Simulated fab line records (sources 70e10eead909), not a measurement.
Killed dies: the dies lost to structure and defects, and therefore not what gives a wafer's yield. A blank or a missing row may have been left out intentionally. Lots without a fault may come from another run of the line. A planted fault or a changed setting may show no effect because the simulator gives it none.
fab line records ; flow nandHarc ; part 2 of 2: steps 25 to 38 of 38
record lots=5; wafers=15; lastDay=25
route steps=1159 shown P_GATE@143
lots that met no fault: from a run of the same line without faults
startH: hours from the record's first day to the start of the lot's first wafer shown ; waitH: how many hours have passed since the lot's step before this one ; " unchanged from the row above ; L1.1+2: several wafers, shown together as one row ; - either no value or no given start ; * or withheld: withheld ; < > ~ a bound
route shown NAME@n: a module of which the file shows steps, and the number in the route of the first ; usual: average and standard deviation across the fault-free wafers ; same: alike in all rows ; chamber/n: place in a boat ; sites: readings site by site ; _std_site: their standard deviation ; _edge_site: the outer-site mean with the inner-site mean subtracted ; radiusMm: how far each site lies from the wafer's centre ; mask NAME#n: copy n ; behind: the most recent tool/chamber to have shaped the wafer ; hold: why the lot was held/for how many hours/how that ended ; device: the transistor (n, p or np) that didn't switch ; end of line: the tests these same wafers got at the end of their route ; for a step that has no rows: nothing shown but its recipe ; killed: not the wafer's yield, but the dies lost to structure and defects at the first sort ; map: a wafer's dies, x killed, . not, _ none there
set.NAME: setting as actually run; set.NAME@STEP: the setting as run at that earlier step ; model.NAME: the simulator's own value behind a step, which no gauge read
lots seen at some steps along the route; tables by step, rows by wafer
services: when a tool's chamber went out of use (startH, in hours from the record's first day, below 0 if earlier), for how many hours, and the reason
## steps
# step NHARC_P_GATE_EXPOSE_43
# recipe na=0.6; targetCdNm=720; doseMj=14.81; maskId=P_NSD
# usual focusOffsetNm=0.2/0.55
lot.wafer;tool;chamber;startH;waitH;mask;focusOffsetNm
L082.3;krfScanner-04;0;149.31;-;P_NSD#0;-0.9
L082.5;krfScanner-04;0;149.31;-;P_NSD#0;-1.3
L082.6;krfScanner-04;0;149.31;-;P_NSD#0;-0.3
L088.2;krfScanner-03;0;183.24;-;P_NSD#0;0.4
L088.4;krfScanner-03;0;183.24;-;P_NSD#0;0.6
L088.6;krfScanner-03;0;183.24;-;P_NSD#0;0.4
L091.2;krfScanner-03;0;208.31;-;P_NSD#0;-0.3
L091.5;krfScanner-03;0;208.31;-;P_NSD#0;-0.2
L091.6;krfScanner-03;0;208.31;-;P_NSD#0;-0.7
L096.1;krfScanner-03;0;236.82;-;P_NSD#0;-0.8
L096.3;krfScanner-03;0;236.82;-;P_NSD#0;-0.7
L096.6;krfScanner-03;0;236.82;-;P_NSD#0;-1.0
L097.2;krfScanner-03;0;243.40;-;P_NSD#0;1.5
L097.4;krfScanner-03;0;243.40;-;P_NSD#0;0.2
L097.5;krfScanner-03;0;243.40;-;P_NSD#0;1.1
# step NHARC_P_GATE_PEB_44
# recipe pebTempC=118; pebTimeS=85
lot.wafer;tool;chamber;startH;waitH
L082.3+5+6;lithoTrack-07;0;149.37;0.1
L088.2+4+6;lithoTrack-03;0;183.30;0.1
L091.2+5+6;lithoTrack-07;0;208.38;0.1
L096.1+3+6;lithoTrack-05;0;236.89;0.1
L097.2+4+5;lithoTrack-03;0;243.47;0.1
# step NHARC_P_GATE_DEVELOP_45
# recipe timeS=70
lot.wafer;tool;chamber;startH;waitH
L082.3+5+6;lithoTrack-07;0;-;-
L088.2+4+6;lithoTrack-03;0;-;-
L091.2+5+6;lithoTrack-07;0;-;-
L096.1+3+6;lithoTrack-05;0;-;-
L097.2+4+5;lithoTrack-03;0;-;-
# step NHARC_P_GATE_CD_MEAS_46
# recipe targetCdNm=720; landingEnergyEv=500
# usual cdNm=720.2/1.6
lot.wafer;tool;chamber;startH;waitH;cdNm
L082.3;cdSem-02;0;149.46;-;718.9
L082.5;cdSem-02;0;149.46;-;717.5
L082.6;cdSem-02;0;149.46;-;717.1
L088.2;cdSem-01;0;183.39;-;720.4
L088.4;cdSem-01;0;183.39;-;718.6
L088.6;cdSem-01;0;183.39;-;719.7
L091.2;cdSem-01;0;208.48;-;719.8
L091.5;cdSem-01;0;208.48;-;720.0
L091.6;cdSem-01;0;208.48;-;721.4
L096.1;cdSem-01;0;236.98;-;719.3
L096.3;cdSem-01;0;236.98;-;717.4
L096.6;cdSem-01;0;236.98;-;720.5
L097.2;cdSem-03;0;243.56;-;720.0
L097.4;cdSem-03;0;243.56;-;720.3
L097.5;cdSem-03;0;243.56;-;721.7
# step NHARC_P_GATE_HARDBAKE_47
# recipe tempC=125; timeS=80
lot.wafer;tool;chamber;startH;waitH
L082.3+5+6;lithoTrack-07;0;149.54;-
L088.2+4+6;lithoTrack-07;0;183.47;-
L091.2+5+6;lithoTrack-07;0;208.56;-
L096.1+3+6;lithoTrack-07;0;237.06;-
L097.2+4+5;lithoTrack-03;0;243.64;-
# step NHARC_P_GATE_DESCUM_48
# recipe timeS=3; o2FlowSccm=200; arFlowSccm=0; biasPowerW=0; chemistry=O2
# usual drypumpMotorCurrentA=5.8/0.44; oesProductAu=0.999/0.0082; rfVppV=57.9/0.8; showerheadPlenumPTorr=1.92/0.093; throttleValvePct=11.311/0.0097
# same biasPowerW=0
lot.wafer;tool;chamber;startH;waitH;drypumpMotorCurrentA;oesProductAu;rfHoursCounterH;rfVppV;showerheadPlenumPTorr;throttleValvePct
L082.3;rieDiel-04;0;149.65;-;5.8;0.999;4;58.1;1.96;11.314
L082.6;rieDiel-04;1;149.65;-;5.5;1.004;-;59.0;2.05;11.315
L082.5;rieDiel-04;2;149.65;-;5.8;0.998;-;57.7;1.90;11.314
L088.4;rieDiel-04;1;183.55;-;5.4;0.999;9;58.3;2.05;11.308
L088.2;rieDiel-04;2;183.55;-;5.9;1.006;8;58.0;1.90;11.323
L088.6;rieDiel-04;1;183.55;-;5.4;0.996;-;57.9;2.05;11.336
L091.2;rieDiel-04;1;208.63;-;5.5;1.015;18;58.0;2.05;11.310
L091.5;rieDiel-04;1;208.63;-;5.5;0.998;-;57.6;2.05;11.308
L091.6;rieDiel-04;2;208.63;-;5.8;0.999;-;57.3;1.89;11.311
L096.3;rieDiel-04;1;237.15;-;5.4;1.003;23;57.8;2.05;11.307
L096.1;rieDiel-04;2;237.15;-;5.8;0.990;21;58.2;1.89;11.313
L096.6;rieDiel-04;0;237.15;-;5.9;1.001;-;56.6;1.96;11.307
L097.4;rieDiel-04;3;243.73;-;5.1;1.004;24;58.6;1.82;11.318
L097.2;rieDiel-04;0;243.73;-;5.9;0.996;24;58.7;1.96;11.308
L097.5;rieDiel-04;3;243.73;-;5.1;0.994;-;56.4;1.82;11.323
# step NHARC_P_GATE_IMPLANT_49
# recipe energyKev=30; doseCm2=3e+15; tiltDeg=7
# usual faradayCurrentUA=11092/540
lot.wafer;tool;chamber;startH;waitH;faradayCurrentUA
L082.3;implanter-01;0;149.82;0.2;11857
L082.5;implanter-01;0;149.82;0.2;11720
L082.6;implanter-01;0;149.82;0.2;11747
L088.2;implanter-02;0;183.73;0.2;10528
L088.4;implanter-02;0;183.73;0.2;10319
L088.6;implanter-02;0;183.73;0.2;10741
L091.2;implanter-02;0;208.81;0.2;10808
L091.5;implanter-02;0;208.81;0.2;10595
L091.6;implanter-02;0;208.81;0.2;10549
L096.1;implanter-02;0;237.29;0.1;10623
L096.3;implanter-02;0;237.29;0.1;10674
L096.6;implanter-02;0;237.29;0.1;10196
L097.2;implanter-01;0;243.89;0.1;11436
L097.4;implanter-01;0;243.89;0.1;11538
L097.5;implanter-01;0;243.89;0.1;11975
# step NHARC_P_GATE_STRIP_111
# recipe powerW=1500; tempC=110; timeS=250; chemistry=N2/H2
# usual drypumpMotorCurrentA=5.32/0.27; heaterPowerW=94/9.6
lot.wafer;tool;chamber;startH;waitH;drypumpMotorCurrentA;heaterPowerW;rfHoursCounterH
L082.3;plasmaAsher-01;0;150.08;0.2;5.09;95;-
L082.5;plasmaAsher-01;0;150.08;0.2;5.12;93;-
L082.6;plasmaAsher-01;1;150.08;0.2;5.14;102;-
L088.2;plasmaAsher-01;1;184.15;0.4;5.14;106;27
L088.4;plasmaAsher-01;1;184.15;0.4;5.14;107;-
L088.6;plasmaAsher-01;1;184.15;0.4;5.12;106;-
L091.2;plasmaAsher-02;1;209.06;0.2;5.69;87;5
L091.6;plasmaAsher-02;0;209.06;0.2;5.59;80;-
L091.5;plasmaAsher-02;1;209.06;0.2;5.73;87;-
L096.1;plasmaAsher-02;1;237.56;0.2;5.70;90;15
L096.3;plasmaAsher-02;1;237.56;0.2;5.71;86;-
L096.6;plasmaAsher-02;0;237.56;0.2;5.59;80;-
L097.2;plasmaAsher-01;0;244.30;0.4;5.11;94;47
L097.4;plasmaAsher-01;0;244.30;0.4;5.10;93;-
L097.5;plasmaAsher-01;1;244.30;0.4;5.10;106;-
# step NHARC_P_GATE_STRIP_75
# recipe powerW=1500; tempC=250; chemistry=O2
# usual drypumpMotorCurrentA=5.32/0.27; heaterPowerW=350/35
lot.wafer;tool;chamber;startH;waitH;drypumpMotorCurrentA;heaterPowerW;rfHoursCounterH
L082.3;plasmaAsher-01;0;150.30;0.2;5.09;358;-
L082.5;plasmaAsher-01;0;150.30;0.2;5.09;349;-
L082.6;plasmaAsher-01;1;150.30;0.2;5.12;394;-
L088.2;plasmaAsher-01;1;184.45;0.3;5.12;385;27
L088.4;plasmaAsher-01;1;184.45;0.3;5.13;395;-
L088.6;plasmaAsher-01;1;184.45;0.3;5.12;388;-
L091.2;plasmaAsher-02;1;209.32;0.2;5.73;326;5
L091.6;plasmaAsher-02;0;209.32;0.2;5.58;296;-
L091.5;plasmaAsher-02;1;209.32;0.2;5.74;328;-
L096.1;plasmaAsher-02;1;237.82;0.2;5.77;321;16
L096.3;plasmaAsher-02;1;237.82;0.2;5.75;331;-
L096.6;plasmaAsher-02;0;237.82;0.2;5.60;300;-
L097.2;plasmaAsher-01;0;244.60;0.2;5.09;355;47
L097.4;plasmaAsher-01;0;244.60;0.2;5.09;358;-
L097.5;plasmaAsher-01;1;244.60;0.2;5.14;389;-
# step NHARC_P_GATE_STRIP_50
# recipe timeS=900; tempC=130; chemistry=SPM
lot.wafer;tool;chamber;startH;waitH
L082.5+3+6;wetBench-05;7,0,2;150.45;0.1
L088.2+4+6;wetBench-07;6,2,3;184.60;0.1
L091.5+2+6;wetBench-05;1,5,6;209.46;0.1
L096.6+3+1;wetBench-03;7,2,3;237.96;0.1
L097.5+2+4;wetBench-07;3,4,6;244.76;0.1
# step NHARC_P_GATE_DEHYDRATE_51
# recipe tempC=150; timeS=120
lot.wafer;tool;chamber;startH;waitH
L082.3+5+6;lithoTrack-03;0;150.79;-
L088.2+4+6;lithoTrack-07;0;184.96;-
L091.2+5+6;lithoTrack-05;0;209.81;-
L096.1+3+6;lithoTrack-03;0;238.31;-
L097.2+4+5;lithoTrack-07;0;245.10;-
# step NHARC_P_GATE_HMDS_52
# recipe timeS=30
lot.wafer;tool;chamber;startH;waitH
L082.3+5+6;lithoTrack-03;0;-;-
L088.2+4+6;lithoTrack-07;0;-;-
L091.2+5+6;lithoTrack-05;0;-;-
L096.1+3+6;lithoTrack-03;0;-;-
L097.2+4+5;lithoTrack-07;0;-;-
# step NHARC_P_GATE_COAT_53
# recipe spinRpm=3000
lot.wafer;tool;chamber;startH;waitH
L082.3+5+6;lithoTrack-03;0;-;-
L088.2+4+6;lithoTrack-07;0;-;-
L091.2+5+6;lithoTrack-05;0;-;-
L096.1+3+6;lithoTrack-03;0;-;-
L097.2+4+5;lithoTrack-07;0;-;-
# step NHARC_P_GATE_SOFTBAKE_54
# recipe tempC=122; timeS=95
lot.wafer;tool;chamber;startH;waitH
L082.3+5+6;lithoTrack-03;0;-;-
L088.2+4+6;lithoTrack-07;0;-;-
L091.2+5+6;lithoTrack-05;0;-;-
L096.1+3+6;lithoTrack-03;0;-;-
L097.2+4+5;lithoTrack-07;0;-;-
## services
tool;chamber;startH;hours;kind
rieDiel-04;2;116.60;8.6;repair
krfScanner-04;-;126.00;4.0;pm
krfScanner-04;-;133.76;1.4;repair
wetBench-03;-;146.40;8.0;pm
rieSi-03;-;155.00;9.0;pm
krfScanner-03;-;168.00;4.0;pm
rieSi-04;3;179.74;13.1;repair
plasmaAsher-02;-;183.31;9.0;pm
lithoTrack-07;-;189.00;7.0;pm
rieSi-04;2;189.24;3.7;repair
aldSin-03;-;189.32;2.7;repair
rieDiel-06;3;190.61;4.7;repair
plasmaAsher-01;-;191.68;6.0;repair
aldSin-03;-;195.17;18.3;repair
wetBench-05;-;196.80;8.0;pm
rieDiel-06;1;199.82;13.2;repair
rieSi-03;1;201.57;5.5;repair
implanter-01;-;203.11;2.9;repair
rieDiel-04;-;212.19;0.4;repair
lithoTrack-03;-;213.00;7.0;pm
aldSin-03;0;221.45;4.4;repair
lithoTrack-05;-;237.00;7.0;pm
rieSi-04;-;239.36;0.4;repair
rieDiel-06;-;241.27;9.0;pm
